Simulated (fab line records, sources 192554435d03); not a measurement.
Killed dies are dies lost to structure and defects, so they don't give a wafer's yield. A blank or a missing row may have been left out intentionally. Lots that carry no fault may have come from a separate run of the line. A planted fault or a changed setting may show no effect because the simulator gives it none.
fab line records	flow n5_finfet
record lots=11	wafers=28	last_day=18
route steps=1938 shown BEOL_M2@843 BEOL_M4@1111 PASSIVATION@1936
lots that met no fault: from a run of the same line without faults
start_h: start of the lot's first displayed wafer, in hours after the record's first day	wait_h: time in hours since the lot's previous step	" unchanged from the row above	L1.1+2: several wafers, shown together as one row	- either no value or no given start	* or withheld: withheld	< > ~ a bound
route shown NAME@n: a module of which the file shows steps, and the number in the route of the first	usual: mean/standard deviation of fault-free wafers	same: alike in all rows	chamber/n: place in a boat	sites: each site's reading	_std_site: how widely they spread, as a standard deviation	_edge_site: the outer-site mean with the inner-site mean subtracted	radius_mm: how far each site lies from the wafer's centre	mask NAME#n: copy n	behind: tool/chamber where the wafer was last shaped	hold: cause of the lot's hold/its duration in hours/its outcome	device: whichever transistor did not switch (one of n, p or np)	end of line: at the end of the route, the tests of the same wafers	a step without rows: its recipe alone	killed: dies lost to structure and defects at the first sort, not the wafer's yield	map: per-die view of a wafer (x killed, . not killed, _ where there is no die)
set.NAME: the run value of the setting; set.NAME@STEP: its run value at that earlier step	model.NAME: the simulator's own value behind a step, which no gauge read
the route's steps for a sample of lots (tables are steps, rows are wafers)
services: when a tool's chamber went out of use (start_h, in hours from the record's first day, below 0 if earlier), for how many hours, and the reason
## steps
# step N5_BEOL_M2_PECVD_72
# recipe material=SiO2	target_thk_a=160	temp_c=400	precursor=TEOS/O2	pressure_torr=5.5	rf_w=450	teos_flow_sccm=53.8	gas=O2	flow_sccm=3000	time_s=18
# usual heater_power_w=724/110	showerhead_plenum_p_Torr=8.81/0.067	throttle_valve_pct=22.0/0.76
lot.wafer	tool	chamber	start_h	wait_h	heater_power_w	showerhead_plenum_p_Torr	throttle_valve_pct
L528.1	pecvd-01	1	131.05	0.0	579	8.77	21.5
L528.2	"	0	"	"	783	8.86	21.9
L528.3	"	2	"	"	720	8.84	21.1
L530.3	pecvd-03	0	151.27	0.0	723	8.73	22.1
L530.4	"	1	"	"	704	8.79	23.2
L530.5	"	2	"	"	650	8.77	21.2
L533.1	pecvd-03	2	163.00	0.0	660	8.78	21.3
L533.2	"	1	"	"	670	8.79	23.2
L533.3	"	0	"	"	698	8.72	22.3
L532.2	pecvd-03	0	163.46	0.0	745	8.73	22.2
L532.4	"	1	"	"	732	8.80	23.2
L532.5	"	2	"	"	702	8.74	21.5
L535.2	pecvd-03	1	177.94	0.0	653	8.81	23.4
L535.3	"	1	"	"	660	8.78	23.7
L537.3	pecvd-03	2	184.78	0.0	683	8.77	21.4
L537.4	"	1	"	"	729	8.77	23.4
L542.3	pecvd-03	0	220.90	0.0	656	8.71	22.4
L542.5	"	1	"	"	730	8.79	23.3
L543.4	pecvd-03	1	222.20	0.1	652	8.80	23.5
L543.5	"	0	"	"	712	8.70	22.1
L548.2	pecvd-01	0	253.99	0.0	801	8.86	22.1
L548.5	"	1	"	"	521	8.76	21.3
L549.1	pecvd-04	1	260.23	0.0	847	8.79	21.9
L549.4	"	1	"	"	848	8.79	22.1
L549.6	"	2	"	"	1017	8.96	21.5
L551.2	pecvd-01	1	282.10	0.0	541	8.77	21.4
L551.5	"	0	"	"	827	8.86	22.2
L551.6	"	1	"	"	542	8.77	21.3
# step N5_BEOL_M2_SPUTTER_79
# recipe material=Cu	target_thk_a=45	temp_c=-20	chamber_pressure_pa=0.07	power_w=withheld	time_s=8.29
# usual substrate_temp_c=-19.99/0.1	throttle_valve_pct=29.8/0.87
lot.wafer	tool	chamber	start_h	wait_h	substrate_temp_c	throttle_valve_pct
L528.1	pvd_sputter-01	-	137.93	0.1	-20.10	28.9
L528.2	"	-	"	"	-19.77	30.2
L528.3	"	-	"	"	-19.99	29.3
L530.3	pvd_sputter-03	-	157.31	0.1	-20.04	30.0
L530.4	"	-	"	"	-19.91	29.6
L530.5	"	-	"	"	-20.12	29.4
L533.1	pvd_sputter-01	-	170.90	0.1	-20.12	29.9
L533.2	"	-	"	"	-19.87	29.5
L533.3	"	-	"	"	-20.01	30.7
L532.2	pvd_sputter-02	-	174.38	0.1	-20.28	27.8
L532.4	"	-	"	"	-20.04	28.9
L532.5	"	-	"	"	-20.05	29.1
L535.2	pvd_sputter-03	-	187.21	0.1	-19.83	29.5
L535.3	"	-	"	"	-20.03	30.6
L537.3	pvd_sputter-01	-	191.17	0.1	-20.03	29.3
L537.4	"	-	"	"	-20.01	30.2
L542.3	pvd_sputter-01	-	234.78	0.1	-19.84	29.5
L542.5	"	-	"	"	-20.01	29.0
L543.4	pvd_sputter-03	-	236.31	0.1	-19.99	29.5
L543.5	"	-	"	"	-19.85	30.2
L548.2	pvd_sputter-02	-	261.20	0.1	-20.05	30.7
L548.5	"	-	"	"	-19.91	29.0
L549.1	pvd_sputter-03	-	277.27	0.1	-20.04	30.3
L549.4	"	-	"	"	-19.91	29.4
L549.6	"	-	"	"	-20.06	29.2
L551.2	pvd_sputter-02	-	290.05	0.1	-19.96	29.1
L551.5	"	-	"	"	-20.03	28.8
L551.6	"	-	"	"	-19.94	27.9
# step N5_BEOL_M2_ANNEAL_82
# recipe temp_c=400	time_s=240	ambient=vacuum
# usual heater_power_w=797/83
lot.wafer	tool	chamber	start_h	wait_h	heater_power_w
L528.1	pvd_sputter-01	-	138.23	0.0	828
L528.2	"	-	"	"	862
L528.3	"	-	"	"	728
L530.3	pvd_sputter-03	-	157.61	0.0	766
L530.4	"	-	"	"	665
L530.5	"	-	"	"	935
L533.1	pvd_sputter-01	-	171.20	0.0	872
L533.2	"	-	"	"	721
L533.3	"	-	"	"	807
L532.2	pvd_sputter-02	-	174.68	0.0	911
L532.4	"	-	"	"	781
L532.5	"	-	"	"	803
L535.2	pvd_sputter-03	-	187.51	0.0	940
L535.3	"	-	"	"	669
L537.3	pvd_sputter-01	-	191.47	0.0	726
L537.4	"	-	"	"	852
L542.3	pvd_sputter-01	-	235.08	0.0	722
L542.5	"	-	"	"	826
L543.4	pvd_sputter-03	-	236.61	0.0	671
L543.5	"	-	"	"	775
L548.2	pvd_sputter-02	-	261.50	0.0	832
L548.5	"	-	"	"	785
L549.1	pvd_sputter-03	-	277.57	0.0	780
L549.4	"	-	"	"	651
L549.6	"	-	"	"	657
L551.2	pvd_sputter-02	-	290.35	0.0	800
L551.5	"	-	"	"	799
L551.6	"	-	"	"	879
# step N5_BEOL_M2_CMP_52
# recipe stop_on=SiOC	t_overpolish_s=6.8	down_force_psi=1	platen_rpm=50	clearing_platen_down_force_psi=1.5	clearing_platen_rpm=50	post_cmp_clean=cu_alkaline	target_thk_nm=40	clearing_platen_pad_velocity_m_s=0.99484	pad_velocity_m_s=0.99484
# usual barrier_field_endpoint_s=25.0/0.73	motor_current_A=6.0/0.63
lot.wafer	tool	chamber	start_h	wait_h	barrier_field_endpoint_s	motor_current_A
L528.3	cmp-01	0	140.00	0.2	25.4	5.1
L528.2	"	1	"	"	25.0	5.2
L528.1	"	2	"	"	24.4	6.1
L530.4	cmp-04	3	159.46	0.2	25.1	6.2
L530.3	"	1	"	"	24.4	6.8
L530.5	"	2	"	"	25.5	5.7
L533.1	cmp-01	0	172.93	0.3	26.1	5.4
L533.2	"	1	"	"	25.2	5.1
L533.3	"	3	"	"	25.1	6.5
L532.4	cmp-02	2	176.49	0.2	25.0	5.8
L532.2	"	3	"	"	23.4	5.4
L532.5	"	0	"	"	24.0	6.6
L535.3	cmp-04	2	189.38	0.2	25.4	5.2
L535.2	"	1	"	"	24.2	6.5
L537.4	cmp-04	2	193.21	0.1	25.3	5.3
L537.3	"	3	"	"	24.7	6.1
L542.3	cmp-02	0	236.82	0.2	12.0	6.4
L542.5	"	0	"	"	25.3	6.6
L543.4	cmp-01	2	238.35	0.1	11.2	6.6
L543.5	"	2	"	"	25.5	6.4
L548.2	cmp-01	1	263.37	0.3	25.0	5.0
L548.5	"	2	"	"	24.1	6.0
L549.4	cmp-04	3	279.62	0.2	24.9	6.0
L549.1	"	1	"	"	24.4	6.5
L549.6	"	2	"	"	26.0	5.0
L551.2	cmp-02	1	292.30	0.3	24.1	6.5
L551.6	"	3	"	"	23.4	5.3
L551.5	"	0	"	"	25.2	6.7
# step N5_BEOL_M2_DEP_57
# recipe material=SiCN	target_thk_a=80	temp_c=withheld	precursor=3MS/NH3	pressure_torr=3	rf_w=202	time_s=14
# usual showerhead_plenum_p_Torr=3.673/0.015	throttle_valve_pct=8.8/0.31
lot.wafer	tool	chamber	start_h	wait_h	showerhead_plenum_p_Torr	throttle_valve_pct
L528.1	pecvd-03	2	140.45	0.0	3.665	8.6
L528.2	"	1	"	"	3.663	9.5
L528.3	"	0	"	"	3.652	8.8
L530.3	pecvd-01	1	160.09	0.0	3.660	8.9
L530.4	"	2	"	"	3.671	8.6
L530.5	"	1	"	"	3.659	8.7
L533.1	pecvd-01	2	173.42	0.0	3.670	8.4
L533.2	"	0	"	"	3.690	8.9
L533.3	"	1	"	"	3.662	8.4
L532.2	pecvd-01	1	176.92	0.0	3.664	8.9
L532.4	"	1	"	"	3.668	8.7
L532.5	"	2	"	"	3.677	8.6
L535.2	pecvd-03	2	189.88	0.0	3.671	8.7
L535.3	"	2	"	"	3.665	8.8
L537.3	pecvd-01	0	193.75	0.0	3.679	9.0
L537.4	"	1	"	"	3.659	8.6
L542.3	pecvd-04	1	237.30	0.0	3.662	8.8
L542.5	"	2	"	"	3.706	9.0
L543.4	pecvd-01	0	238.85	0.0	3.688	8.9
L543.5	"	2	"	"	3.667	8.3
L548.2	pecvd-01	1	263.74	0.0	3.665	8.5
L548.5	"	0	"	"	3.693	8.9
L549.1	pecvd-03	1	280.07	0.0	3.676	9.5
L549.4	"	0	"	"	3.650	9.1
L549.6	"	1	"	"	3.672	9.2
L551.2	pecvd-01	1	292.75	0.0	3.656	8.6
L551.5	"	1	"	"	3.665	8.9
L551.6	"	2	"	"	3.667	8.4
# step N5_BEOL_M4_RC_MEAS_101
# usual DIBL_N=37.4/2.1	DIBL_P=37.8/2.5	IOFF_N=0.19/0.045	IOFF_P=0.24/0.05	ION_N=682/16	ION_P=467/11	SS_N=71.9/0.67	SS_P=73.6/0.76	VT_N=247/3.6	VT_P=-248/3.6
lot.wafer	tool	chamber	start_h	wait_h	DIBL_N[mV/V]	DIBL_P[mV/V]	IOFF_N[nA/um]	IOFF_P[nA/um]	ION_N[uA/um]	ION_P[uA/um]	SS_N[mV/dec]	SS_P[mV/dec]	VT_N[mV]	VT_P[mV]
L528.1	prober-01	0	157.99	0.0	36.8	38.7	0.19	0.25	670	461	72.3	75.0	249	-249
L528.2	"	0	"	"	37.8	39.0	0.23	0.27	679	460	72.1	74.4	246	-247
L528.3	"	0	"	"	33.9	34.3	0.14	0.17	664	451	71.3	72.5	251	-252
L530.3	prober-02	0	185.35	0.3	35.1	34.3	0.15	0.19	694	475	71.3	72.7	249	-252
L530.4	"	0	"	"	37.9	36.8	0.19	0.22	690	465	72.0	73.8	244	-249
L530.5	"	0	"	"	36.0	33.6	0.14	0.18	650	447	72.1	73.1	253	-252
L533.1	prober-02	0	191.10	0.0	38.9	39.8	0.23	0.29	704	477	73.0	74.0	242	-244
L533.2	"	0	"	"	35.4	36.1	0.16	0.22	665	459	72.0	73.6	245	-246
L533.3	"	0	"	"	33.9	34.6	0.13	0.20	682	477	71.7	72.8	250	-250
L532.2	prober-02	0	197.43	0.2	36.7	36.8	0.16	0.21	680	463	71.6	72.6	250	-251
L532.4	"	0	"	"	37.8	38.5	0.19	0.25	689	465	72.7	73.0	248	-250
L532.5	"	0	"	"	39.9	39.8	0.22	0.29	668	458	73.3	74.1	246	-246
L535.2	prober-02	0	215.91	0.2	38.6	38.7	0.20	0.21	692	458	72.2	74.4	246	-255
L535.3	"	0	"	"	36.3	36.8	0.16	0.19	667	448	72.1	73.4	246	-254
L537.3	prober-01	0	216.33	0.3	40.0	40.1	0.23	0.26	670	451	72.4	74.1	248	-248
L537.4	"	0	"	"	35.1	36.0	0.15	0.21	684	467	70.8	72.1	247	-249
L542.3	prober-02	0	259.51	0.3	38.9	38.7	0.21	0.27	671	464	72.6	74.2	245	-245
L542.5	"	0	"	"	38.5	37.7	0.21	0.26	693	470	73.0	73.8	244	-244
L543.4	prober-01	0	261.76	0.5	40.4	40.0	0.24	0.29	675	460	72.8	74.3	248	-247
L543.5	"	0	"	"	39.0	38.3	0.19	0.26	662	456	73.4	74.4	250	-251
L548.2	prober-02	0	288.22	0.2	37.6	37.5	0.20	0.27	715	493	71.5	73.7	246	-244
L548.5	"	0	"	"	36.1	36.6	0.19	0.28	697	485	71.0	74.0	247	-242
L549.1	prober-02	0	299.62	0.0	31.5	31.3	0.10	0.15	654	459	70.0	71.4	254	-254
L549.4	"	0	"	"	34.3	34.7	0.14	0.19	665	465	71.4	72.7	250	-248
L549.6	"	0	"	"	34.5	35.4	0.14	0.20	667	463	71.7	72.8	250	-251
L551.2	prober-02	0	330.09	0.2	32.9	33.6	0.11	0.19	677	477	70.8	72.6	253	-247
L551.5	"	0	"	"	37.6	38.6	0.20	0.29	699	483	72.1	74.1	245	-245
L551.6	"	0	"	"	31.9	32.6	0.10	0.18	665	468	71.5	72.6	257	-248
# step N5_PASSIVATION_PROBE_49
# usual defect_limited_yield=90.9/1.6	killed_at_M0_to_M3=34/10	killed_at_M4_up=13/5.4	killed_at_contacts=13/6	killed_at_front_end=42/13	killed_at_other=4/3.2	killed_dies=107/18	killed_open=69/14	killed_short=35/7.7	sort_bin_5_function=5.3/1	sort_bin_6_memory=3.3/0.75	sort_n_pass=1073/19	sort_yield_pct=90.9/1.6
# same gross_dies=1180	killed_at_back_side=0	sort_bin_4_leakage[%]=0	sort_bin_8_speed[%]=0
lot.wafer	tool	chamber	start_h	wait_h	defect_limited_yield[%]	killed_at_M0_to_M3	killed_at_M4_up	killed_at_contacts	killed_at_front_end	killed_at_other	killed_dies	killed_open	killed_short	sort_bin_5_function[%]	sort_bin_6_memory[%]	sort_n_pass	sort_yield_pct[%]
L530.3	prober-01	-	287.61	0.1	93.4	25	14	15	23	1	78	55	22	3.1	3.2	1102	93.4
L530.4	prober-01	-	287.66	0.2	91.9	30	13	17	32	3	95	58	34	5.3	2.6	1085	91.9
L530.5	prober-01	-	287.71	0.2	91.8	37	12	13	32	3	97	61	35	3.9	3.8	1083	91.8
# killed by level:class
L530.3 MOL_CONTACT_COAG:geometric_particle:open=13 FIN_SAQP:geometric_particle:short=10 BEOL_M2:geometric_particle:open=8 BEOL_M0_SAQP:geometric_particle:open=5 STI_FIN_REVEAL:geometric_particle:open=4 BEOL_M5:geometric_particle:open=4 ILD0:geometric_particle:open=3 BEOL_M1:geometric_particle:open=3
L530.4 MOL_CONTACT_COAG:geometric_particle:open=11 BEOL_M1:geometric_particle:open=8 BEOL_M2:geometric_particle:open=7 MOL_CONTACT_COAG:geometric_particle:short=6 FIN_SAQP:geometric_particle:short=4 STI_FIN_REVEAL:geometric_particle:open=4 DUMMY_GATE:geometric_particle:open=4 BEOL_M0_SAQP:geometric_particle:short=4
L530.5 BEOL_M1:geometric_particle:open=13 MOL_CONTACT_COAG:geometric_particle:open=11 BEOL_M0_SAQP:geometric_particle:short=10 ILD0:geometric_particle:open=7 ILD0:geometric_particle:short=6 FIN_SAQP:geometric_particle:short=5 BEOL_M0_SAQP:geometric_particle:open=5 BEOL_M1:geometric_particle:short=5
## services
tool	chamber	start_h	hours	kind
cmp-01	-	112.97	4.0	pm
cmp-01	-	116.97	6.3	pm
pecvd-01	0	125.43	5.5	scheduled_down
pecvd-04	-	139.50	0.5	repair
cmp-04	-	146.17	0.8	repair
cmp-01	-	147.64	1.0	repair
cmp-02	-	173.98	0.5	repair
pecvd-04	-	182.39	1.5	repair
pecvd-04	1	188.20	4.6	repair
pecvd-01	-	188.36	0.8	repair
cmp-02	-	191.17	9.8	repair
cmp-01	-	195.35	3.5	repair
cmp-04	-	199.06	17.2	pm
cmp-04	-	224.79	1.5	repair
cmp-01	-	228.23	0.9	repair
cmp-01	-	230.09	1.5	repair
cmp-02	-	239.41	4.0	pm
pecvd-01	-	242.73	2.0	repair
cmp-01	-	259.16	1.2	repair
cmp-02	-	263.19	4.4	pm
cmp-04	-	263.30	0.7	repair
pecvd-01	1	268.27	3.6	repair
cmp-01	-	281.15	0.8	repair
cmp-04	-	285.55	4.0	pm
## key
first_sign step=N5_BEOL_M2_CMP_52	reading=barrier_field_endpoint_s	direction=down	sigmas=18	usual=25.0	struck=11.6
effect none on later readings
met_at N5_BEOL_M2_PECVD_72
struck_lots L542,L543
struck_wafers L542.3,L543.4
not_acting_at N5_BEOL_M2_SPUTTER_79,N5_BEOL_M2_ANNEAL_82,N5_BEOL_M2_DEP_57
onset_between 184.78 220.90
fault kind=process_parameter_drift	tool=pecvd-03	chamber=-	onset_h=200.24	steps=N5_BEOL_M2_PECVD_72	channel=time_s	offset=*	shape=step	end_h=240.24	scope=struck_wafers_only	acts_in=*	stated=*
